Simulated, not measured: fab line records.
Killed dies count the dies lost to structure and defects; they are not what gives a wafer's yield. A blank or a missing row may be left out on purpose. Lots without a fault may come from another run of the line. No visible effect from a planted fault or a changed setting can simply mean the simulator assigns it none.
Which tool did it? + flow n5_finfet + 69 wafers from 23 lots sampled at 3 of the route's 1938 steps

WHAT THE GAUGES SHOWED, per wafer
N5_BEOL_M7_OVL_MEAS_29.
| lot  | measured     | on         | V6_OVL (nm)    |
|------|--------------|------------|----------------|
| L074 | day 9 01:22  | overlay-01 | -0.9 -0.7 -0.4 |
| L075 | day 9 08:05  | overlay-02 | 0.6 -0.8 -0.9  |
| L076 | day 9 17:23  | overlay-02 | -0.6 -0.8 -1.5 |
| L079 | day 10 06:37 | overlay-01 | -1.4 -1.2 -1.7 |
| L077 | day 10 09:45 | overlay-02 | -1.3 -0.7 -0.7 |
| L078 | day 10 10:44 | overlay-02 | -0.9 -0.8 -1.1 |
| L080 | day 10 17:02 | overlay-01 | 0.5 0.7 -1.2   |
| L081 | day 11 04:38 | overlay-02 | -2.1 -1.7 -1.6 |
| L083 | day 11 18:07 | overlay-01 | 0.2 0.3 -0.3   |
| L084 | day 12 04:32 | overlay-01 | -1.8 -1.7 -1.5 |
| L086 | day 12 06:42 | overlay-02 | -1.4 -1.0 -0.5 |
| L085 | day 12 14:14 | overlay-02 | -0.7 -1.2 -1.6 |
| L087 | day 12 14:04 | overlay-01 | -1.1 -1.4 -1.0 |
| L088 | day 12 14:23 | overlay-01 | -0.4 -1.3 -1.2 |
| L090 | day 13 10:02 | overlay-01 | -1.2 -1.1 -1.3 |
| L089 | day 13 10:29 | overlay-02 | -1.1 -0.5 -1.3 |
| L091 | day 13 14:30 | overlay-01 | -0.8 -0.6 -1.0 |
| L092 | day 13 17:44 | overlay-01 | -1.0 -2.0 -2.4 |
| L093 | day 14 00:50 | overlay-01 | -1.2 -0.9 -1.4 |
| L094 | day 14 02:54 | overlay-01 | -0.9 -0.2 0.1  |
| L095 | day 14 18:13 | overlay-02 | -1.6 -0.8 -0.8 |
| L096 | day 14 18:32 | overlay-01 | -0.6 -0.4 -0.4 |
| L097 | day 15 03:50 | overlay-01 | -1.3 -1.0 -0.8 |

N5_BEOL_M7_INSPECT_30: inspects for defects (brightfield).
| lot  | measured     | on                | raw_defect_count |
|------|--------------|-------------------|------------------|
| L074 | day 9 01:25  | defect_inspect-02 | 422 411 464      |
| L075 | day 9 08:08  | defect_inspect-02 | 376 323 308      |
| L076 | day 9 17:26  | defect_inspect-01 | 285 316 419      |
| L079 | day 10 06:40 | defect_inspect-01 | 271 444 275      |
| L077 | day 10 09:49 | defect_inspect-02 | 389 373 372      |
| L078 | day 10 10:48 | defect_inspect-01 | 333 328 331      |
| L080 | day 10 17:05 | defect_inspect-02 | 507 371 376      |
| L081 | day 11 04:42 | defect_inspect-02 | 392 407 276      |
| L083 | day 11 18:09 | defect_inspect-01 | 544 523 485      |
| L084 | day 12 04:35 | defect_inspect-01 | 525 567 516      |
| L086 | day 12 06:46 | defect_inspect-01 | 452 346 264      |
| L085 | day 12 14:17 | defect_inspect-02 | 351 357 272      |
| L087 | day 12 14:07 | defect_inspect-01 | 360 393 394      |
| L088 | day 12 14:27 | defect_inspect-01 | 455 430 432      |
| L090 | day 13 10:05 | defect_inspect-01 | 484 365 465      |
| L089 | day 13 10:32 | defect_inspect-02 | 208 230 300      |
| L091 | day 13 14:33 | defect_inspect-01 | 406 411 389      |
| L092 | day 13 17:47 | defect_inspect-02 | 379 364 350      |
| L093 | day 14 00:53 | defect_inspect-02 | 371 440 575      |
| L094 | day 14 02:58 | defect_inspect-01 | 396 375 445      |
| L095 | day 14 18:16 | defect_inspect-01 | 296 277 391      |
| L096 | day 14 18:35 | defect_inspect-02 | 262 398 417      |
| L097 | day 15 04:05 | defect_inspect-02 | 361 367 508      |

TOOL THAT RAN EACH LOT (tool first, then ch and the chambers of the sampled wafers, then the start)
| lot  | N5_BEOL_M7_DESCUM_16               |
|------|------------------------------------|
| L074 | rie_diel-04 ch 1,2,3, day 9 00:24  |
| L075 | rie_diel-01 ch 0,3, day 9 06:53    |
| L076 | rie_diel-03 ch 0,2,3, day 9 16:15  |
| L079 | rie_diel-04 ch 2,3, day 10 05:30   |
| L077 | rie_diel-04 ch 2,3, day 10 08:47   |
| L078 | rie_diel-04 ch 0,1,2, day 10 09:21 |
| L080 | rie_diel-04 ch 0,2, day 10 14:32   |
| L081 | rie_diel-03 ch 0,1, day 11 03:39   |
| L083 | rie_diel-04 ch 0,1,3, day 11 17:04 |
| L084 | rie_diel-01 ch 0,1, day 12 01:23   |
| L086 | rie_diel-01 ch 0,2,3, day 12 05:55 |
| L085 | rie_diel-04 ch 0,2, day 12 10:44   |
| L087 | rie_diel-01 ch 1,3, day 12 11:17   |
| L088 | rie_diel-04 ch 0,2, day 12 11:17   |
| L090 | rie_diel-03 ch 1,3, day 13 04:57   |
| L089 | rie_diel-01 ch 0,1,3, day 13 09:17 |
| L091 | rie_diel-03 ch 1,2, day 13 13:04   |
| L092 | rie_diel-04 ch 0,2, day 13 16:03   |
| L093 | rie_diel-04 ch 0,1,2, day 13 22:19 |
| L094 | rie_diel-03 ch 2,3, day 13 23:13   |
| L095 | rie_diel-04 ch 0,1,3, day 14 17:25 |
| L096 | rie_diel-04 ch 0,1, day 14 17:43   |
| L097 | rie_diel-01 ch 1,2,3, day 15 02:50 |
- N5_BEOL_M7_DESCUM_16: chemistry O2, time 7.9 s.

AS READ BY THE TOOLS THEMSELVES (means over the sampled wafers that have a number; for cases with no such wafer, the mark the record gives instead)
N5_BEOL_M7_DESCUM_16.
| lot  | tool        | drypump_motor_current_A (A) | oes_product_au (a.u.) | rf_fwd_power_W (W) | rf_vpp_V (V) | showerhead_plenum_p_Torr (Torr) | throttle_valve_pct (%) |
|------|-------------|-----------------------------|-----------------------|--------------------|--------------|---------------------------------|------------------------|
| L074 | rie_diel-04 | 6.1                         | 0.78                  | 49.32              | 243.5        | 2.06                            | 20.37                  |
| L075 | rie_diel-01 | 6.1                         | 0.81                  | 49.49              | 244.4        | 2.08                            | 20.20                  |
| L076 | rie_diel-03 | 5.7                         | 0.79                  | 49.22              | 242.5        | 2.10                            | 20.31                  |
| L079 | rie_diel-04 | 6.3                         | 0.69                  | 49.24              | 242.5        | 2.04                            | 20.48                  |
| L077 | rie_diel-04 | 6.3                         | 0.69                  | 49.27              | 241.8        | 2.03                            | 20.48                  |
| L078 | rie_diel-04 | 5.6                         | 0.79                  | 49.50              | 244.1        | 2.12                            | 20.49                  |
| L080 | rie_diel-04 | 5.6                         | 0.74                  | 49.70              | 244.5        | 2.13                            | 20.57                  |
| L081 | rie_diel-03 | 5.8                         | 0.72                  | 49.37              | 242.9        | 2.13                            | 20.50                  |
| L083 | rie_diel-04 | 5.9                         | 0.77                  | 49.28              | 243.3        | 2.08                            | 20.39                  |
| L084 | rie_diel-01 | 5.1                         | 0.90                  | 49.29              | 245.0        | 2.16                            | 20.31                  |
| L086 | rie_diel-01 | 6.2                         | 0.85                  | 49.60              | 243.3        | 2.09                            | 20.31                  |
| L085 | rie_diel-04 | 5.9                         | 0.91                  | 49.56              | 242.8        | 2.09                            | 20.38                  |
| L087 | rie_diel-01 | 5.7                         | 0.80                  | 49.48              | 243.0        | 2.04                            | 20.28                  |
| L088 | rie_diel-04 | 5.6                         | 0.82                  | 49.65              | 243.6        | 2.13                            | 20.48                  |
| L090 | rie_diel-03 | 6.3                         | 0.80                  | 49.30              | 244.4        | 2.21                            | 20.32                  |
| L089 | rie_diel-01 | 5.6                         | 0.83                  | 49.32              | 242.9        | 2.11                            | 20.27                  |
| L091 | rie_diel-03 | 5.9                         | 0.70                  | 49.52              | 244.2        | 2.14                            | 20.61                  |
| L092 | rie_diel-04 | 5.6                         | 0.81                  | 49.51              | 243.6        | 2.13                            | 20.50                  |
| L093 | rie_diel-04 | 5.7                         | 0.85                  | 49.35              | 243.1        | 2.11                            | 20.40                  |
| L094 | rie_diel-03 | 5.8                         | 0.75                  | 49.42              | 244.4        | 2.11                            | 20.44                  |
| L095 | rie_diel-04 | 5.8                         | 0.86                  | 49.37              | 244.3        | 2.17                            | 20.31                  |
| L096 | rie_diel-04 | 5.4                         | 0.77                  | 49.60              | 244.4        | 2.14                            | 20.53                  |
| L097 | rie_diel-01 | 5.8                         | 0.82                  | 49.54              | 242.4        | 2.06                            | 20.40                  |

THE ANSWER, worked out from the rows above alone
Rule: the lots themselves supply what counts as usual. Put in order of their means at a reading, lots are off if they are a third of the lots or fewer, leave a main group of 4 or more, and stand apart from it by a gap of 3 or more times the standard deviation of the main group's means; of several such gaps the widest counts. Not used: any main group whose means are identical at the precision the tables above print for the reading. A lot without any number at a reading at which 4 lots or more have one is off too. All remaining lots with rows at the step are treated as sound. After the gauges, taken in route order, come the tools' own readings; for these a lot's mean is taken, as printed above. The first step at which some lot is off is used, and at that step the reading that is off furthest; a lot without a number counts as furthest.
None of the lots is off at any reading shown; this tells nothing.

WHAT HAD BEEN PUT IN BY THE SIMULATOR
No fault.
